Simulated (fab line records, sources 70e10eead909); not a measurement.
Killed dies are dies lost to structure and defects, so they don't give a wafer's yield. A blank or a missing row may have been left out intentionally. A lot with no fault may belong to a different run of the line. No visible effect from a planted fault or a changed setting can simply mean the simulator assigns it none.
fab line records | flow nand_harc
[record] lots = 11 | wafers = 33 | last_day = 24
route steps=1159 shown P_M0@267 P_M1@290 END@1159
lots that met no fault: taken from a fault-free run of the same line
start_h: the number of hours between the record's first day and the start of the first shown wafer of the lot | wait_h: hours elapsed since this lot's preceding step | " same as the row above | L1.1+2: a row that stands for several wafers | - no value present, or no start provided | * or withheld: withheld | < > ~ a bound
route shown NAME@n: a module of which the file shows steps, and the number in the route of the first | usual: mean/standard deviation taken from wafers without a fault | same: alike in all rows | chamber/n: place in a boat | sites: each site's reading | _std_site: how widely they spread, as a standard deviation | _edge_site: inner sites' mean taken away from outer sites' mean | radius_mm: for every site, how far away it sits from the centre of the wafer | mask NAME#n: copy n | behind: the tool/chamber that last shaped the wafer | hold: reason for holding the lot/hours on hold/outcome of the hold | device: transistor that didn't switch, given as n, p or np | end of line: tests of these same wafers at the route's end | where a step has no rows: the recipe by itself | killed: count of dies lost to structure and defects at first sort (not the wafer's yield) | map: a wafer's dies, x killed, . not, _ none there
set.NAME: the setting as run; set.NAME@STEP: as run at that earlier step | model.NAME: the simulator's own value behind a step, which no gauge read
one table for each step of the route and one row for each wafer, over a sample of lots
services: when a tool's chamber went out of use (start_h, in hours from the record's first day, below 0 if earlier), for how many hours, and the reason
[[steps]]
[step NHARC_P_M0_ETCH_34]
[recipe] target_depth_a = 400 | overetch_a = 120 | time_s = 43.94 | ion_energy_ev = 200 | n2_flow_sccm = 150 | h2_flow_sccm = 150 | ar_flow_sccm = 0 | rf_w = 400 | bias_w = 150 | chemistry = N2/H2
[usual] bias_w = 150.0/0.41 | chamber_pressure_mTorr = 29.998/0.026 | drypump_motor_current_A = 5.9/0.55 | mfc_ar_sccm = 0.004/0.0069 | oes_product_au = 0.997/0.012 | rf_vpp_V = 431.9/2.2 | showerhead_plenum_p_Torr = 2.09/0.078 | throttle_valve_pct = 14.170/0.0086
lot.wafer | tool        | chamber | start_h | wait_h | bias_w | chamber_pressure_mTorr | drypump_motor_current_A | mfc_ar_sccm | oes_product_au | rf_hours_counter_h | rf_vpp_V | showerhead_plenum_p_Torr | throttle_valve_pct
L987.1    | rie_diel-07 | 0       | 111.18  | 0.1    | 150.1  | 30.048                 | 6.7                     | 0           | 1.008          | 4                  | 432.0    | 2.05                     | 14.173
L987.4    | "           | 1       | "       | "      | 150.5  | 30.040                 | 5.9                     | 0           | 1.015          | 3                  | 433.3    | 2.16                     | 14.171
L987.6    | "           | 3       | "       | "      | 150.8  | 30.015                 | 6.1                     | 0           | 1.002          | -                  | 430.1    | 1.98                     | 14.173
L990.1    | rie_diel-03 | 1       | 134.62  | 0.1    | 149.7  | 29.978                 | 4.9                     | 0.016       | 1.016          | 5                  | 425.7    | 1.90                     | 14.160
L990.4    | "           | 3       | "       | "      | 149.4  | 30.024                 | 5.6                     | 0.027       | 1.014          | 5                  | 429.8    | 1.99                     | 14.173
L990.3    | "           | 0       | "       | "      | 149.0  | 29.965                 | 6.1                     | 0           | 1.010          | 4                  | 433.1    | 2.13                     | 14.165
L992.1    | rie_diel-12 | 3       | 148.93  | 0.1    | 149.7  | 30.038                 | 6.5                     | 0.016       | 1.015          | 7                  | 434.3    | 2.15                     | 14.170
L992.6    | "           | 3       | "       | "      | 149.8  | 29.995                 | 6.5                     | 0.016       | 1.004          | -                  | 432.7    | 2.15                     | 14.172
L992.5    | "           | 0       | "       | "      | 149.7  | 29.953                 | 5.8                     | 0           | 0.991          | -                  | 433.1    | 2.13                     | 14.176
L993.4    | rie_diel-07 | 0       | 154.84  | 0.1    | 150.3  | 30.026                 | 6.7                     | 0           | 1.013          | 6                  | 431.0    | 2.05                     | 14.167
L993.3    | "           | 1       | "       | "      | 149.8  | 29.997                 | 5.9                     | 0           | 1.012          | 6                  | 434.2    | 2.16                     | 14.173
L993.2    | "           | 2       | "       | "      | 149.6  | 29.955                 | 6.3                     | 0           | 0.981          | 7                  | 434.1    | 2.14                     | 14.179
L995.1    | rie_diel-12 | 1       | 164.72  | 0.1    | 150.0  | 30.019                 | 4.9                     | 0           | 0.977          | 8                  | 430.7    | 2.05                     | 14.186
L995.4    | "           | 3       | "       | "      | 150.5  | 30.005                 | 6.5                     | 0.016       | 1.011          | 7                  | 434.5    | 2.15                     | 14.172
L995.5    | "           | 0       | "       | "      | 150.1  | 30.013                 | 5.8                     | 0           | 0.979          | -                  | 432.2    | 2.13                     | 14.167
L102.2    | rie_diel-07 | 3       | 208.84  | 0.1    | 149.9  | 29.997                 | 6.1                     | 0           | 0.996          | 10                 | 428.0    | 1.98                     | 14.173
L102.4    | "           | 0       | "       | "      | 150.3  | 29.957                 | 6.6                     | 0           | 1.007          | 10                 | 430.7    | 2.05                     | 14.166
L102.5    | "           | 3       | "       | "      | 149.7  | 30.020                 | 6.1                     | 0           | 0.998          | -                  | 430.0    | 1.98                     | 14.185
L103.3    | rie_diel-07 | 3       | 220.95  | 0.1    | 150.0  | 29.962                 | 6.1                     | 0           | 0.989          | 11                 | 428.6    | 1.98                     | 14.164
L103.1    | "           | 0       | "       | "      | 149.9  | 30.014                 | 6.7                     | 0           | 0.988          | 11                 | 429.8    | 2.05                     | 14.178
L103.5    | "           | 2       | "       | "      | 150.1  | 29.983                 | 6.3                     | 0           | 0.978          | -                  | 432.9    | 2.14                     | 14.186
L106.1    | rie_diel-12 | 0       | 230.52  | 0.4    | 149.4  | 29.977                 | 5.8                     | 0           | 0.976          | 2                  | 433.6    | 2.13                     | 14.178
L106.4    | "           | 1       | "       | "      | 149.8  | 30.013                 | 4.9                     | 0           | 1.004          | 2                  | 430.6    | 2.05                     | 14.180
L106.6    | "           | 3       | "       | "      | 150.3  | 29.989                 | 6.5                     | 0.016       | 1.005          | -                  | 433.0    | 2.15                     | 14.171
L107.2    | rie_diel-07 | 3       | 239.97  | 0.1    | 150.4  | 30.016                 | 6.1                     | 0           | 0.993          | 0                  | 429.4    | 1.98                     | 14.159
L107.1    | "           | 0       | "       | "      | 150.5  | 30.000                 | 6.7                     | 0           | 1.012          | 0                  | 431.5    | 2.05                     | 14.176
L107.5    | "           | 1       | "       | "      | 150.3  | 29.986                 | 5.9                     | 0           | 1.009          | -                  | 434.5    | 2.15                     | 14.158
L108.3    | rie_diel-12 | 1       | 241.18  | 0.1    | 149.6  | 29.992                 | 4.9                     | 0           | 0.996          | 3                  | 431.1    | 2.05                     | 14.165
L108.5    | "           | 0       | "       | "      | 150.3  | 30.020                 | 5.8                     | 0           | 0.983          | -                  | 432.9    | 2.13                     | 14.167
L108.6    | "           | 1       | "       | "      | 150.2  | 30.025                 | 5.0                     | 0           | 0.994          | -                  | 430.2    | 2.05                     | 14.181
L110.3    | rie_diel-07 | 0       | 252.79  | 0.1    | 149.9  | 29.993                 | 6.7                     | 0           | 0.997          | 1                  | 431.2    | 2.05                     | 14.174
L110.4    | "           | 1       | "       | "      | 150.3  | 29.990                 | 5.9                     | 0           | 1.010          | 1                  | 433.3    | 2.15                     | 14.174
L110.5    | "           | 2       | "       | "      | 149.8  | 29.993                 | 6.3                     | 0           | 0.997          | -                  | 433.0    | 2.14                     | 14.152
[step NHARC_P_M0_ETCH_15]
[recipe] target_depth_a = 1500 | overetch_a = 150 | time_s = 82.5 | c4f8_flow_sccm = withheld | ar_flow_sccm = 400 | rf_w = 600 | bias_w = 300 | chemistry = C4F8/Ar
[usual] bias_w = 300.0/0.84 | chamber_pressure_mTorr = 25.00/0.032 | oes_product_au = 0.948/0.024 | rf_vpp_V = 442.3/2.2
lot.wafer | tool        | chamber | start_h | wait_h | bias_w | chamber_pressure_mTorr | oes_product_au | rf_hours_counter_h | rf_vpp_V
L987.1    | rie_diel-07 | 2       | -       | -      | 299.6  | 24.97                  | 0.957          | 4                  | 443.3
L987.4    | "           | 1       | "       | "      | 298.5  | 25.05                  | 0.986          | 3                  | 444.3
L987.6    | "           | 3       | "       | "      | 298.9  | 24.98                  | 0.955          | -                  | 439.1
L990.3    | rie_diel-03 | 2       | -       | -      | 300.2  | 25.02                  | 0.962          | 5                  | 441.8
L990.4    | "           | 3       | "       | "      | 299.8  | 25.00                  | 0.993          | 5                  | 438.7
L990.1    | "           | 1       | "       | "      | 300.5  | 25.02                  | 0.965          | 5                  | 436.6
L992.1    | rie_diel-12 | 1       | -       | -      | 300.2  | 25.01                  | 0.965          | 7                  | 440.6
L992.5    | "           | 1       | "       | "      | 299.2  | 25.01                  | 0.954          | -                  | 440.9
L992.6    | "           | 2       | "       | "      | 301.6  | 24.99                  | 0.973          | -                  | 445.7
L993.2    | rie_diel-07 | 3       | -       | -      | 299.8  | 25.00                  | 0.955          | 6                  | 438.2
L993.4    | "           | 0       | "       | "      | 299.0  | 24.98                  | 0.964          | 6                  | 441.8
L993.3    | "           | 1       | "       | "      | 299.7  | 25.02                  | 0.989          | 6                  | 444.0
L995.1    | rie_diel-12 | 3       | -       | -      | 300.1  | 25.01                  | 0.925          | 7                  | 444.0
L995.4    | "           | 0       | "       | "      | 299.1  | 25.02                  | 0.917          | 9                  | 442.8
L995.5    | "           | 3       | "       | "      | 300.2  | 24.98                  | 0.939          | -                  | 445.2
L102.4    | rie_diel-07 | 0       | -       | -      | 300.5  | 24.94                  | 0.942          | 11                 | 441.3
L102.2    | "           | 1       | "       | "      | 298.7  | 25.05                  | 0.932          | 10                 | 444.0
L102.5    | "           | 0       | "       | "      | 298.7  | 25.01                  | 0.939          | -                  | 440.9
L103.1    | rie_diel-07 | 2       | -       | -      | 299.9  | 25.00                  | 0.908          | 12                 | 444.1
L103.3    | "           | 3       | "       | "      | 300.2  | 24.99                  | 0.910          | 11                 | 439.4
L103.5    | "           | 1       | "       | "      | 301.2  | 25.01                  | 0.930          | -                  | 442.4
L106.4    | rie_diel-12 | 3       | -       | -      | 299.8  | 25.02                  | 0.944          | 2                  | 444.0
L106.1    | "           | 2       | "       | "      | 299.7  | 24.95                  | 0.944          | 2                  | 445.1
L106.6    | "           | 0       | "       | "      | 300.3  | 25.02                  | 0.931          | -                  | 443.2
L107.2    | rie_diel-07 | 3       | -       | -      | 301.1  | 24.99                  | 0.959          | 0                  | 437.2
L107.1    | "           | 0       | "       | "      | 300.1  | 24.97                  | 0.959          | 0                  | 440.3
L107.5    | "           | 2       | "       | "      | 299.0  | 25.02                  | 0.968          | -                  | 445.2
L108.3    | rie_diel-12 | 2       | -       | -      | 301.4  | 24.98                  | 0.951          | 4                  | 445.4
L108.5    | "           | 1       | "       | "      | 300.4  | 25.02                  | 0.959          | -                  | 440.1
L108.6    | "           | 2       | "       | "      | 300.6  | 24.99                  | 0.950          | -                  | 445.9
L110.4    | rie_diel-07 | 2       | -       | -      | 302.1  | 25.00                  | 0.969          | 1                  | 444.0
L110.3    | "           | 0       | "       | "      | 300.3  | 25.00                  | 0.974          | 1                  | 440.0
L110.5    | "           | 3       | "       | "      | 299.7  | 24.98                  | 0.973          | -                  | 438.5
[step NHARC_P_M0_CMP_23]
[recipe] t_overpolish_s = 20 | target_thk_nm = 117.53
[usual] motor_current_A = 12.1/1.1 | time_to_endpoint_s = 28.5/2.9
lot.wafer | tool   | chamber | start_h | wait_h | motor_current_A | time_to_endpoint_s
L987.4    | cmp-04 | 0       | 113.08  | -      | 11.1            | 25.6
L987.1    | "      | 1       | "       | "      | 11.8            | 24.3
L987.6    | "      | 0       | "       | "      | 10.5            | 25.2
L990.4    | cmp-03 | 3       | 136.55  | -      | 13.8            | 29.1
L990.1    | "      | 0       | "       | "      | 13.7            | 35.0
L990.3    | "      | 2       | "       | "      | 12.9            | 29.1
L992.1    | cmp-01 | 0       | 150.94  | -      | 13.0            | 32.2
L992.6    | "      | 1       | "       | "      | 12.9            | 26.5
L992.5    | "      | 2       | "       | "      | 9.8             | 33.2
L993.2    | cmp-04 | 3       | 156.78  | -      | 12.1            | 23.9
L993.4    | "      | 0       | "       | "      | 11.2            | 26.8
L993.3    | "      | 2       | "       | "      | 10.9            | 27.8
L995.4    | cmp-04 | 0       | 166.67  | -      | 11.4            | 28.2
L995.1    | "      | 2       | "       | "      | 10.6            | 31.4
L995.5    | "      | 0       | "       | "      | 11.0            | 27.8
L102.2    | cmp-01 | 3       | 210.79  | -      | 11.6            | 34.3
L102.4    | "      | 0       | "       | "      | 13.2            | 33.5
L102.5    | "      | 2       | "       | "      | 9.8             | 29.6
L103.3    | cmp-01 | 0       | 222.86  | -      | 13.5            | 29.7
L103.1    | "      | 2       | "       | "      | 9.5             | 29.1
L103.5    | "      | 0       | "       | "      | 13.0            | 31.3
L106.4    | cmp-01 | 1       | 232.55  | -      | 12.9            | 25.8
L106.1    | "      | 3       | "       | "      | 12.0            | 34.3
L106.6    | "      | 1       | "       | "      | 13.2            | 27.4
L107.2    | cmp-03 | 2       | 241.95  | -      | 12.6            | 28.2
L107.1    | "      | 3       | "       | "      | 13.3            | 28.5
L107.5    | "      | 0       | "       | "      | 13.1            | 31.7
L108.3    | cmp-03 | 3       | 243.18  | -      | 12.6            | 27.5
L108.6    | "      | 0       | "       | "      | 13.3            | 30.2
L108.5    | "      | 1       | "       | "      | 12.8            | 28.7
L110.4    | cmp-01 | 1       | 254.75  | -      | 12.6            | 25.9
L110.3    | "      | 2       | "       | "      | 10.2            | 31.6
L110.5    | "      | 1       | "       | "      | 12.3            | 24.3
[step NHARC_P_M1_SOFTBAKE_04]
[recipe] temp_c = 105 | time_s = 55
[usual] heater_power_total_W = 188.44/0.12
lot.wafer | tool           | chamber | start_h | wait_h | heater_power_total_W
L987.1    | litho_track-06 | 0       | 114     | -      | 188.35
L987.4    | "              | 0       | "       | "      | 188.43
L987.6    | "              | 0       | "       | "      | 188.44
L990.1    | litho_track-04 | 0       | 137     | -      | 188.45
L990.3    | "              | 0       | "       | "      | 188.57
L990.4    | "              | 0       | "       | "      | 188.37
L992.1    | litho_track-04 | 0       | 152     | -      | 188.52
L992.5    | "              | 0       | "       | "      | 188.77
L992.6    | "              | 0       | "       | "      | 188.34
L993.2    | litho_track-04 | 0       | 158     | -      | 203.93
L993.3    | "              | 0       | "       | "      | 204.10
L993.4    | "              | 0       | "       | "      | 204.31
L995.1    | litho_track-04 | 0       | 168     | -      | 204.05
L995.4    | "              | 0       | "       | "      | 204.03
L995.5    | "              | 0       | "       | "      | 204.09
L102.2    | litho_track-01 | 0       | 212     | -      | 188.31
L102.4    | "              | 0       | "       | "      | 188.81
L102.5    | "              | 0       | "       | "      | 188.45
L103.1    | litho_track-06 | 0       | 224     | -      | 188.42
L103.3    | "              | 0       | "       | "      | 188.31
L103.5    | "              | 0       | "       | "      | 188.38
L106.1    | litho_track-01 | 0       | 233     | -      | 188.48
L106.4    | "              | 0       | "       | "      | 188.32
L106.6    | "              | 0       | "       | "      | 188.50
L107.1    | litho_track-01 | 0       | 243     | -      | 188.27
L107.2    | "              | 0       | "       | "      | 188.34
L107.5    | "              | 0       | "       | "      | 188.43
L108.3    | litho_track-01 | 0       | 244     | -      | 188.54
L108.5    | "              | 0       | "       | "      | 188.34
L108.6    | "              | 0       | "       | "      | 188.49
L110.3    | litho_track-01 | 0       | 256     | -      | 188.57
L110.4    | "              | 0       | "       | "      | 188.26
L110.5    | "              | 0       | "       | "      | 188.36
[step NHARC_END_SORT_01]
[recipe] temp_c = 25
[usual] defect_limited_yield = 95.2/1.9 | killed_at_array = 29/13 | killed_at_other = 0.7/1 | killed_at_periphery = 3.2/2.3 | killed_dies = 33/13 | killed_open = 3.3/1.7 | killed_short = 2.0/1.5 | sort_bin_2_pct = 1.5/0.8 | sort_bin_3_pct = 0.27/0.22 | sort_bin_4_pct = 3.0/1.1 | sort_n_pass = 644/13 | sort_rim_yield_pct = 96.0/2.9 | sort_yield_pct = 95.2/1.9
[same] gross_dies = 677 | sort_bin_5_pct[%] = 0 | sort_bin_6_pct[%] = 0 | sort_bin_7_pct[%] = 0 | sort_bin_8_pct[%] = 0 | sort_rim_n_gross = 106.00
lot.wafer | tool      | chamber | start_h | wait_h | defect_limited_yield[%] | killed_at_array | killed_at_other | killed_at_periphery | killed_dies | killed_open | killed_short | sort_bin_2_pct[%] | sort_bin_3_pct[%] | sort_bin_4_pct[%] | sort_n_pass | sort_rim_yield_pct[%] | sort_yield_pct[%]
L990.1    | prober-02 | 0       | 446.90  | 2.5    | 95.7                    | 26              | 1               | 2                   | 29          | 2           | 1            | 0.9               | 0.15              | 3.2               | 648         | 98.1                  | 95.7
L990.3    | prober-02 | 0       | 448.49  | 3.1    | 95.4                    | 27              | 1               | 3                   | 31          | 4           | 2            | 1.6               | 0.15              | 2.8               | 646         | 98.1                  | 95.4
L990.4    | prober-02 | 0       | 449.29  | 3.4    | 96.5                    | 23              | 0               | 1                   | 24          | 2           | 2            | 0.7               | 0.59              | 2.2               | 653         | 97.2                  | 96.5
L995.1    | prober-01 | 0       | 487.17  | 2.5    | 94.1                    | 36              | 0               | 4                   | 40          | 8           | 2            | 1.6               | 0                 | 4.3               | 637         | 90.6                  | 94.1
L995.4    | prober-01 | 0       | 489.55  | 3.4    | 93.1                    | 39              | 3               | 5                   | 47          | 4           | 1            | 1.9               | 0.44              | 4.6               | 630         | 98.1                  | 93.1
L995.5    | prober-01 | 0       | 490.34  | 3.7    | 91.6                    | 45              | 3               | 9                   | 57          | 7           | 2            | 2.4               | 0.74              | 5.3               | 620         | 88.7                  | 91.6
L102.2    | prober-02 | 0       | 530.52  | 2.8    | 93.4                    | 44              | 0               | 1                   | 45          | 3           | 1            | 2.5               | 0.44              | 3.7               | 632         | 98.1                  | 93.4
L102.4    | prober-02 | 0       | 532.12  | 3.4    | 93.1                    | 42              | 0               | 5                   | 47          | 4           | 3            | 2.2               | 0.44              | 4.3               | 630         | 88.7                  | 93.1
L102.5    | prober-02 | 0       | 532.92  | 3.7    | 92.9                    | 46              | 0               | 2                   | 48          | 3           | 1            | 2.8               | 0                 | 4.3               | 629         | 94.3                  | 92.9
L103.1    | prober-01 | 0       | 548.24  | 2.5    | 97.0                    | 18              | 2               | 0                   | 20          | 2           | 0            | 0.7               | 0.15              | 2.1               | 657         | 97.2                  | 97.0
L103.3    | prober-01 | 0       | 549.84  | 3.1    | 95.1                    | 26              | 3               | 4                   | 33          | 3           | 1            | 1.0               | 0.30              | 3.5               | 644         | 95.3                  | 95.1
L103.5    | prober-01 | 0       | 551.45  | 3.7    | 95.1                    | 25              | 3               | 5                   | 33          | 6           | 2            | 1.8               | 0                 | 3.1               | 644         | 97.2                  | 95.1
// killed by level:class
L990.1 A_CHANNEL_HOLE_D1:chamber_film_flake=12 A_CONTACT:chamber_film_flake=7 A_CONTACT:geometric_particle:open=2 A_SLIT:chamber_film_flake=2 P_GATE:chamber_film_flake=2 A_STAIRCASE:chamber_film_flake=2 STARTING-WAFER:geometric_particle:short=1 A_CHANNEL_FILL_D1:chamber_film_flake=1
L990.3 A_CHANNEL_HOLE_D1:chamber_film_flake=10 A_CONTACT:chamber_film_flake=6 A_STAIRCASE:chamber_film_flake=4 A_CHANNEL_FILL_D1:chamber_film_flake=2 P_M0:geometric_particle:open=1 A_CHANNEL_FILL_D1:geometric_particle:open=1 A_WL_FILL:geometric_particle:open=1 A_M0:geometric_particle:open=1
L990.4 A_CHANNEL_HOLE_D1:chamber_film_flake=10 A_CONTACT:chamber_film_flake=6 A_CHANNEL_FILL_D1:chamber_film_flake=2 A_STAIRCASE:chamber_film_flake=2 P_GATE:geometric_particle:open=1 A_CHANNEL_FILL_D1:geometric_particle:short=1 A_SGD_CUT:geometric_particle:short=1 A_CONTACT:geometric_particle:open=1
L995.1 A_CHANNEL_HOLE_D1:chamber_film_flake=13 A_SLIT:chamber_film_flake=8 A_CHANNEL_FILL_D1:geometric_particle:open=3 A_STAIRCASE:chamber_film_flake=3 P_ZERO_WELL:chamber_film_flake=2 A_CONTACT:chamber_film_flake=2 P_CONTACT:geometric_particle:short=1 P_CONTACT:geometric_particle:open=1
L995.4 A_CHANNEL_HOLE_D1:chamber_film_flake=11 A_SLIT:chamber_film_flake=11 A_STAIRCASE:chamber_film_flake=8 P_ZERO_WELL:chamber_film_flake=5 HYBRID_BOND:chamber_film_flake=3 A_CONTACT:chamber_film_flake=3 A_CONTACT:geometric_particle:open=2 A_CHANNEL_HOLE_D1:geometric_particle:open=1
L995.5 A_CHANNEL_HOLE_D1:chamber_film_flake=14 A_SLIT:chamber_film_flake=11 A_STAIRCASE:chamber_film_flake=6 A_CONTACT:chamber_film_flake=5 A_ZERO_WELL:chamber_film_flake=4 HYBRID_BOND:chamber_film_flake=3 P_CONTACT:geometric_particle:open=2 P_ZERO_WELL:chamber_film_flake=2
L102.2 A_SLIT:chamber_film_flake=17 A_CHANNEL_HOLE_D1:chamber_film_flake=16 A_SGD_CUT:chamber_film_flake=4 A_CONTACT:chamber_film_flake=3 P_GATE:geometric_particle:open=1 A_CHANNEL_FILL_D1:geometric_particle:open=1 A_WL_FILL:geometric_particle:short=1 A_CONTACT:geometric_particle:open=1
L102.4 A_CHANNEL_HOLE_D1:chamber_film_flake=19 A_SLIT:chamber_film_flake=13 A_SGD_CUT:chamber_film_flake=3 A_CONTACT:chamber_film_flake=3 P_GATE:geometric_particle:open=1 P_CONTACT:geometric_particle:open=1 P_M1:geometric_particle:open=1 A_CHANNEL_FILL_D1:geometric_particle:open=1
L102.5 A_CHANNEL_HOLE_D1:chamber_film_flake=26 A_SLIT:chamber_film_flake=10 A_CONTACT:chamber_film_flake=5 A_ONON_D1:geometric_particle:open=2 A_CONTACT:geometric_particle:open=1 A_BLC:geometric_particle:short=1 P_STI:chamber_film_flake=1 P_GATE:chamber_film_flake=1
L103.1 A_CHANNEL_HOLE_D1:chamber_film_flake=14 THIN_TSV:chamber_film_flake=2 A_WL_FILL:geometric_particle:open=1 A_CONTACT:geometric_particle:open=1 A_STAIRCASE:chamber_film_flake=1 A_CONTACT:chamber_film_flake=1
L103.3 A_CHANNEL_HOLE_D1:chamber_film_flake=19 A_CONTACT:chamber_film_flake=5 THIN_TSV:chamber_film_flake=3 P_CONTACT:geometric_particle:open=2 A_ONON_D1:geometric_particle:short=1 A_WL_FILL:geometric_particle:open=1 P_STI:chamber_film_flake=1 P_GATE:chamber_film_flake=1
L103.5 A_CHANNEL_HOLE_D1:chamber_film_flake=19 A_CONTACT:geometric_particle:open=3 P_STI:chamber_film_flake=3 THIN_TSV:chamber_film_flake=3 A_ONON_D1:geometric_particle:open=2 P_CONTACT:geometric_particle:open=1 P_M0:geometric_particle:short=1 A_SGD_CUT:geometric_particle:short=1
[[services]]
tool           | chamber | start_h | hours | kind
litho_track-01 | -       | 93.00   | 7.0   | pm
cmp-04         | -       | 105.21  | 4.0   | pm
cmp-03         | -       | 108.62  | 3.7   | repair
rie_diel-07    | 0       | 109.20  | -     | clean
rie_diel-07    | 1       | 109.20  | -     | clean
rie_diel-07    | 2       | 109.20  | -     | clean
rie_diel-07    | 3       | 109.20  | -     | clean
litho_track-06 | -       | 117.00  | 7.0   | pm
rie_diel-07    | 0       | 133.70  | -     | clean
rie_diel-07    | 1       | 133.70  | -     | clean
rie_diel-07    | 2       | 133.70  | -     | clean
rie_diel-07    | 3       | 133.70  | -     | clean
rie_diel-12    | 1       | 140.48  | 8.1   | repair
litho_track-04 | -       | 141.00  | 7.0   | pm
cmp-03         | -       | 156.00  | 4.0   | pm
rie_diel-03    | 3       | 172.80  | 18.3  | repair
cmp-01         | -       | 179.50  | 4.0   | pm
cmp-03         | -       | 189.27  | 3.6   | repair
rie_diel-12    | -       | 202.47  | 9.0   | pm
cmp-04         | -       | 203.21  | 4.0   | pm
cmp-04         | -       | 210.80  | 1.1   | repair
rie_diel-03    | -       | 215.30  | 9.0   | pm
rie_diel-07    | -       | 228.20  | 9.0   | pm
cmp-03         | -       | 254.02  | 4.0   | pm
[[key]]
[first_sign] step = NHARC_P_M1_SOFTBAKE_04 | reading = heater_power_total_W | direction = up | sigmas = 99+ | usual = * | struck = *
effect none on later readings
met_at NHARC_P_M1_SOFTBAKE_04
struck_lots L993,L995
not_acting_at NHARC_P_M0_ETCH_34,NHARC_P_M0_ETCH_15,NHARC_P_M0_CMP_23
onset_between 152 158
[fault] kind = process_parameter_drift | tool = litho_track-04 | chamber = - | onset_h = 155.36 | steps = NHARC_P_M1_SOFTBAKE_04 | channel = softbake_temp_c | offset = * | shape = step | end_h = 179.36 | acts_in = * | stated = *
